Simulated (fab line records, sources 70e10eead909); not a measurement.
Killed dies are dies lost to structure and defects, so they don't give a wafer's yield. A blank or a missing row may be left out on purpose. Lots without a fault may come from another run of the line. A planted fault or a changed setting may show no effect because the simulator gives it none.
Which tool did it? | flow nand_harc | 13 lots, 39 wafers sampled, at 6 steps of a route of 1159

WHAT THE GAUGES READ, wafer by wafer
NHARC_P_GATE_CD_MEAS_46: target cd 720 nm. Usual: cd_nm 720.2 nm, standard deviation 1.2.
lot  | measured     | on        | cd_nm (nm)        | flag
L930 | day 5 02:28  | cd_sem-03 | 720.5 722.3 721.5 |
L933 | day 5 21:08  | cd_sem-01 | 720.6 720.9 720.3 |
L935 | day 6 10:34  | cd_sem-03 | 721.7 720.2 722.3 |
L936 | day 6 21:12  | cd_sem-02 | - - -             | OFF
L942 | day 8 12:32  | cd_sem-02 | 720.8 719.9 721.0 |
L945 | day 8 19:22  | cd_sem-01 | 720.5 719.9 720.8 |
L946 | day 9 06:08  | cd_sem-02 | 719.0 718.6 718.9 |
L947 | day 9 11:10  | cd_sem-03 | 721.1 718.9 720.3 |
L948 | day 9 17:13  | cd_sem-02 | 717.9 720.4 718.4 |
L950 | day 10 05:50 | cd_sem-01 | 720.9 721.0 721.0 |
L951 | day 10 13:17 | cd_sem-01 | 721.9 720.8 722.0 |
L952 | day 10 17:35 | cd_sem-03 | 719.2 720.4 718.4 |
L953 | day 11 00:56 | cd_sem-02 | 719.1 720.1 720.0 |

NHARC_END_SORT_01. Usual: defect_limited_yield 95.4 %, standard deviation 1.5; killed_at_array 26, standard deviation 9.6; killed_at_other 0.7, standard deviation 0.92; killed_at_periphery 3.8, standard deviation 2.7; killed_dies 31, standard deviation 10; killed_open 3.3, standard deviation 1.7; killed_short 1.8, standard deviation 1.3; sort_bin_2_pct 1.4 %, standard deviation 0.62; sort_bin_3_pct 0.23 %, standard deviation 0.21; sort_bin_4_pct 2.9 %, standard deviation 0.95; sort_n_pass 646, standard deviation 10; sort_rim_yield_pct 94 %, standard deviation 3.2; sort_yield_pct 95.4 %, standard deviation 1.5.
lot  | measured     | on        | defect_limited_yield (%) | killed_at_array | killed_at_other | killed_at_periphery | killed_dies | killed_open | killed_short | sort_bin_2_pct (%) | sort_bin_3_pct (%) | sort_bin_4_pct (%) | sort_n_pass | sort_rim_yield_pct (%) | sort_yield_pct (%) | flag
L930 | day 20 03:38 | prober-01 | 97.3 97.3 97.6           | 13 15 12        | 2 0 2           | 3 3 2               | 18 18 16    | 4 5 6       | 2 4 0        | 0.3 0.6 0.4        | 0.30 0.15 0        | 2.1 1.9 1.9        | 659 659 661 | 95 96 94               | 97.3 97.3 97.6     |
L933 | day 19 19:57 | prober-02 | 96.0 95.4 96.5           | 23 25 24        | 0 0 0           | 4 6 0               | 27 31 24    | 2 3 2       | 1 4 1        | 1.2 1.8 1.0        | 0.30 0.15 0        | 2.5 2.7 2.5        | 650 646 653 | 97 97 99               | 96.0 95.4 96.5     |
L942 | day 22 01:46 | prober-02 | 96.9 95.4 95.6           | 18 30 22        | 1 0 0           | 2 1 8               | 21 31 30    | 2 3 5       | 4 2 2        | 1.2 1.3 1.6        | 0.15 0 0           | 1.8 3.2 2.8        | 656 646 647 | 95 89 92               | 96.9 95.4 95.6     |
L945 | day 23 08:05 | prober-01 | 93.2 92.9 93.6           | 39 39 38        | 2 4 2           | 5 5 3               | 46 48 43    | 3 2 3       | 3 1 3        | 2.1 1.8 2.1        | 0.44 0.59 0.30     | 4.3 4.7 4.0        | 631 629 634 | 93 88 92               | 93.2 92.9 93.6     |
L946 | day 23 16:44 | prober-02 | 97.5 97.2 98.4           | 16 17 11        | 0 0 0           | 1 2 0               | 17 19 11    | 1 1 3       | 3 4 0        | 0.4 0.7 0.6        | 0 0.15 0           | 2.1 1.9 1.0        | 660 658 666 | 97 96 98               | 97.5 97.2 98.4     |
L947 | day 23 16:43 | prober-01 | 92.3 94.4 91.9           | 33 25 44        | 1 1 2           | 18 12 9             | 52 38 55    | 5 1 2       | 1 1 4        | 2.4 1.9 2.4        | 0.15 0.59 0.74     | 5.2 3.1 5.0        | 625 639 622 | 97 92 92               | 92.3 94.4 91.9     | OFF
L948 | day 24 00:26 | prober-02 | 95.6 96.3 96.3           | 22 18 19        | 2 0 0           | 6 7 6               | 30 25 25    | 5 2 3       | 2 3 1        | 1.3 1.5 0.7        | 0.59 0.15 0.15     | 2.5 2.1 2.8        | 647 652 652 | 88 93 91               | 95.6 96.3 96.3     |

WHICH TOOL RAN EACH LOT (tool, then ch and the chambers of the sampled wafers, then the start)
lot  | NHARC_P_STI_CMP_21           | NHARC_P_GATE_EXPOSE_43            | NHARC_P_GATE_STRIP_112               | NHARC_P_GATE_STRIP_113
L930 | cmp-02 ch 1,3, day 3 08:23   | krf_scanner-04 ch 0, day 5 02:19  | plasma_asher-02 ch 0,1, day 5 04:41  | plasma_asher-02 ch 0,1, day 5 06:20
L933 | cmp-02 ch 0,2,3, day 3 22:59 | krf_scanner-04 ch 0, day 5 20:59  | plasma_asher-02 ch 0,1, day 5 23:26  | plasma_asher-01 ch 0,1, day 6 01:08
L935 | cmp-04 ch 1,2,3, day 4 14:59 | krf_scanner-02 ch 0, day 6 10:24  | plasma_asher-02 ch 0,1, day 6 12:58  | plasma_asher-02 ch 0,1, day 6 14:42
L936 | cmp-02 ch 0,1,3, day 4 19:58 | krf_scanner-04 ch 0, day 6 21:03  | plasma_asher-01 ch 0,1, day 6 23:35  | plasma_asher-02 ch 0,1, day 7 01:44
L942 | cmp-04 ch 1,2,3, day 6 14:36 | krf_scanner-02 ch 0, day 8 12:23  | plasma_asher-01 ch 0,1, day 8 14:56  | plasma_asher-01 ch 0,1, day 8 17:45
L945 | cmp-02 ch 0,1,3, day 6 21:54 | krf_scanner-04 ch 0, day 8 19:13  | plasma_asher-01 ch 0,1, day 8 22:25  | plasma_asher-01 ch 0,1, day 9 00:44
L946 | cmp-04 ch 0,1,2, day 7 07:26 | krf_scanner-04 ch 0, day 9 05:59  | plasma_asher-01 ch 0,1, day 9 08:28  | plasma_asher-01 ch 0,1, day 9 10:12
L947 | cmp-02 ch 0,1,3, day 7 11:58 | krf_scanner-02 ch 0, day 9 11:00  | plasma_asher-02 ch 0,1, day 9 13:32  | plasma_asher-01 ch 0,1, day 9 15:15
L948 | cmp-04 ch 1,2,3, day 7 19:06 | krf_scanner-04 ch 0, day 9 17:04  | plasma_asher-02 ch 0,1, day 9 19:45  | plasma_asher-01 ch 1, day 9 21:46
L950 | cmp-01 ch 0,1,2, day 8 07:25 | krf_scanner-04 ch 0, day 10 05:41 | plasma_asher-01 ch 0,1, day 10 08:14 | plasma_asher-01 ch 0,1, day 10 10:05
L951 | cmp-04 ch 0,2,3, day 8 14:22 | krf_scanner-04 ch 0, day 10 13:08 | plasma_asher-02 ch 0,1, day 10 15:27 | plasma_asher-01 ch 0,1, day 10 17:13
L952 | cmp-04 ch 0,1,2, day 8 22:21 | krf_scanner-02 ch 0, day 10 17:25 | plasma_asher-01 ch 0,1, day 10 19:58 | plasma_asher-02 ch 0,1, day 10 21:51
L953 | cmp-01 ch 1,2,3, day 9 03:02 | krf_scanner-01 ch 0, day 11 00:47 | plasma_asher-01 ch 0,1, day 11 03:22 | plasma_asher-01 ch 0,1, day 11 05:07
- NHARC_P_STI_CMP_21: polishes, t overpolish 20 s, target thk 380.67 nm.
- NHARC_P_GATE_EXPOSE_43: exposes mask P NSD, target cd 720 nm.
- NHARC_P_GATE_STRIP_112: strips in N2/H2, time 200 s.
- NHARC_P_GATE_STRIP_113: strips in N2/H2, time 740 s.

WHAT THE TOOLS THEMSELVES READ (means of the sampled wafers that have a number; where no wafer has one, the mark that the record gives instead)
NHARC_P_STI_CMP_21. Usual: motor_current_A 12.1 A, standard deviation 0.94; overpolish_run_s 20.000 s, standard deviation 0.0094; slurry_filter_dp_kPa 13.51 kPa, standard deviation 0.15.
lot  | tool   | motor_current_A (A) | overpolish_run_s (s) | slurry_filter_dp_kPa (kPa) | flag
L930 | cmp-02 | 13.1                | 20.011               | 13.45                      |
L933 | cmp-02 | 12.8                | 19.998               | 13.47                      |
L935 | cmp-04 | 12.3                | 20.004               | 13.65                      |
L936 | cmp-02 | 13.3                | 20.000               | 13.37                      |
L942 | cmp-04 | 12.2                | 19.990               | 13.41                      |
L945 | cmp-02 | 12.8                | 19.999               | 13.45                      |
L946 | cmp-04 | 11.8                | 20.012               | 13.53                      |
L947 | cmp-02 | 13.5                | 20.005               | 13.51                      |
L948 | cmp-04 | 11.6                | 19.995               | 13.54                      |
L950 | cmp-01 | 12.0                | 20.000               | 13.29                      |
L951 | cmp-04 | 12.4                | 20.002               | 13.66                      |
L952 | cmp-04 | 11.8                | 20.004               | 13.59                      |
L953 | cmp-01 | 11.6                | 20.006               | 13.60                      |

NHARC_P_GATE_STRIP_112. Usual: drypump_motor_current_A 5.8 A, standard deviation 0.43; heater_power_w 80 W, standard deviation 6.1.
lot  | tool            | drypump_motor_current_A (A) | heater_power_w (W) | flag
L930 | plasma_asher-02 | 6.0                         | 84                 |
L933 | plasma_asher-02 | 6.0                         | 84                 |
L935 | plasma_asher-02 | 5.9                         | 82                 |
L936 | plasma_asher-01 | 5.9                         | 76                 |
L942 | plasma_asher-01 | 5.5                         | 77                 |
L945 | plasma_asher-01 | 5.8                         | 74                 |
L946 | plasma_asher-01 | 5.8                         | 77                 |
L947 | plasma_asher-02 | 6.0                         | 88                 |
L948 | plasma_asher-02 | 5.9                         | 82                 |
L950 | plasma_asher-01 | 5.8                         | 74                 |
L951 | plasma_asher-02 | 6.0                         | 86                 |
L952 | plasma_asher-01 | 5.5                         | 77                 |
L953 | plasma_asher-01 | 5.5                         | 77                 |

NHARC_P_GATE_STRIP_113. Usual: drypump_motor_current_A 5.8 A, standard deviation 0.45; heater_power_w 79 W, standard deviation 5.6.
lot  | tool            | drypump_motor_current_A (A) | heater_power_w (W) | flag
L930 | plasma_asher-02 | 6.0                         | 84                 |
L933 | plasma_asher-01 | 5.5                         | 78                 |
L935 | plasma_asher-02 | 6.0                         | 85                 |
L936 | plasma_asher-02 | 5.9                         | 80                 |
L942 | plasma_asher-01 | 5.8                         | 74                 |
L945 | plasma_asher-01 | 5.5                         | 77                 |
L946 | plasma_asher-01 | 5.6                         | 79                 |
L947 | plasma_asher-01 | 5.9                         | 75                 |
L948 | plasma_asher-01 | 5.1                         | 80                 |
L950 | plasma_asher-01 | 5.5                         | 77                 |
L951 | plasma_asher-01 | 5.5                         | 78                 |
L952 | plasma_asher-02 | 5.9                         | 81                 |
L953 | plasma_asher-01 | 5.6                         | 77                 |

THE ANSWER, worked out from the rows above alone
Rule: a lot is off if the mean of its wafers that have a number lies more than 3 standard deviations from the usual mean. A lot without any number at a reading at which 4 lots or more have one is off too. The other lots that the step has rows for count as sound. The gauges are gone through in route order, then the tools' own readings, and for those a lot's mean is taken as printed above. The first step at which some lot is off is used, and at that step the reading that is off furthest; a lot without a number counts as furthest.
Off: L936, at NHARC_P_GATE_CD_MEAS_46 (cd_nm). Without a number there: L936.
A tool fits if, at a process step before that reading, it ran every lot that is off, and no sound lot after the first of them. The gauges at NHARC_P_GATE_CD_MEAS_46 are tried like those tools. None of those tried fits.

WHAT THE SIMULATOR HAD PUT IN
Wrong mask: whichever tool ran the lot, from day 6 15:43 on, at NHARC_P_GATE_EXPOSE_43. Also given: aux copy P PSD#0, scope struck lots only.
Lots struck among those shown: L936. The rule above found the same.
